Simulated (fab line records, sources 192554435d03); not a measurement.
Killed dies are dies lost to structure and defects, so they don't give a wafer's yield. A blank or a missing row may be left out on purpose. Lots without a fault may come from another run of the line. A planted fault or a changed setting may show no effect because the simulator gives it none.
A struck lot beside a sound one | flow n5_finfet | 19 steps out of a route of 1938
Sound: wafers L956.2, L956.3, L956.5. Struck: wafers L963.2, L963.3, L963.5. The cause comes at the end.
At each step with rows: each side's tool, then ch and its chambers, then its first start. Under that, the readings that differ: sound wafers | struck wafers | difference of the means | sigmas: that difference in standard deviations of wafers without a fault.
alike: readings whose means differ by less than 2 such deviations, and words and numbers that are the same on both sides. not compared: withheld readings, readings that some wafer has no value for, bounds like >300 that may hide the same value, and numbers for which the record gives no deviation and whose values overlap.
The two part at a step that has a row with sigmas, a row that says differs or no value, or rows on one side only. Numbers that don't overlap but have no deviation are shown without sigmas and don't part them. A reading that every wafer of one side lacks parts them only if that side has two wafers or more.

N5_BEOL_M5_RS_MEAS_57: measures by four-point-probe.
  sound on film_metro-01, day 8 11:19; struck on film_metro-01, day 10 17:15
  alike: M5_RS
N5_BEOL_M5_INSPECT_58: inspects for defects (darkfield).
  sound on defect_inspect-02, day 8 11:20; struck on defect_inspect-01, day 10 17:17
  alike: raw_defect_count
N5_BEOL_M6_ILD_DEP_00: deposits SiCOH lowk from DEMS/porogen, target thk 179.75 nm, time 33.4 s.
  sound on pecvd-04 ch 0,1,2, day 8 11:22; struck on pecvd-01 ch 0,1, day 10 17:19
  alike: heater_power_w, showerhead_plenum_p_Torr, throttle_valve_pct
  not compared: since_wet_clean_h
N5_BEOL_M6_CURE_74: cures SiCOH lowk, time 240 s.
  sound on uv_cure-01 ch 0, day 8 11:31; struck on uv_cure-03 ch 2, day 10 17:28
  alike: lamp_power_pct, wafer_temp_C_max
N5_BEOL_M6_THK_MEAS_01:
  sound on film_metro-02, day 8 11:57; struck on film_metro-01, day 10 17:53
  alike: M6_ILD_THK
N5_BEOL_M6_PECVD_70: deposits SiO2 from TEOS/O2, target thk 20 nm, time 22.7 s.
  sound on pecvd-04 ch 0,1,2, day 8 11:59; struck on pecvd-04 ch 0,1,2, day 10 17:56
  alike: heater_power_w, showerhead_plenum_p_Torr, throttle_valve_pct
  not compared: since_wet_clean_h
N5_BEOL_M6_HM_DEP_02: deposits TiN, target thk 20 nm.
  sound on pvd_sputter-01, day 8 12:47; struck on pvd_sputter-01, day 10 18:18
  alike: chamber_pressure_pa, throttle_valve_pct
then, 5 steps without rows for these wafers: N5_BEOL_M6_COAT_59 (time 60 s, resist thk 100 nm); N5_BEOL_M6_COAT_60 (time 60 s, resist thk 35 nm); N5_BEOL_M6_COAT_05 (resist thk 90 nm); N5_BEOL_M6_EBR_07; N5_BEOL_M6_SOFTBAKE_06 (time 60 s).
N5_BEOL_M6_EXPOSE_08: exposes mask M6.
  sound on arfi_scanner-03 ch 0, day 8 13:02; struck on arfi_scanner-03 ch 0, day 10 18:41
  reading                         | sound          | struck         | difference | sigmas
  model.BEOL_M6.overlay_x_nm (nm) | -0.2 -0.2 -0.2 | 12.2 12.2 12.2 | +12.4      |
  alike: mask
then, 2 steps without rows for these wafers: N5_BEOL_M6_PEB_09 (peb time 60 s); N5_BEOL_M6_DEVELOP_10 (develop time 30 s).
N5_BEOL_M6_CD_MEAS_11: target cd 38.5 nm.
  sound on cd_sem-03 ch 0, day 8 13:10; struck on cd_sem-02 ch 0, day 10 18:48
  alike: cd_nm
N5_BEOL_M6_OVL_MEAS_12:
  sound on overlay-01 ch 0, day 8 13:11; struck on overlay-01 ch 0, day 10 18:50
  reading     | sound         | struck         | difference | sigmas
  M6_OVL (nm) | -0.1 0.6 -0.9 | 12.4 12.6 12.9 | +12.8      | +20
N5_BEOL_M6_INSPECT_13: inspects for defects (brightfield).
  sound on defect_inspect-01, day 8 13:13; struck on defect_inspect-01, day 10 18:52
  alike: raw_defect_count
-- the record jumps here: 4 days lie between the struck wafers' starts before and after (it left off in module BEOL_M6 and takes up again in module PASSIVATION, whose first step shown is number 1936 of the route) --
N5_PASSIVATION_PROBE_49:
  sound on prober-02, day 12 02:53; struck on prober-02, day 14 15:13
  reading         | sound    | struck | difference | sigmas
  killed_at_M4_up | 26 14 20 | 8      | -12        | -2
  alike: defect_limited_yield, killed_at_M0_to_M3, killed_at_contacts, killed_at_front_end, killed_at_other, killed_dies, killed_open, killed_short, sort_bin_4_leakage, sort_bin_5_function, sort_bin_6_memory, sort_bin_8_speed, sort_n_pass, sort_yield_pct

WHERE THEY PART
First at N5_BEOL_M6_OVL_MEAS_12; last, within this record, at N5_PASSIVATION_PROBE_49.

WHY: what the simulator had put in
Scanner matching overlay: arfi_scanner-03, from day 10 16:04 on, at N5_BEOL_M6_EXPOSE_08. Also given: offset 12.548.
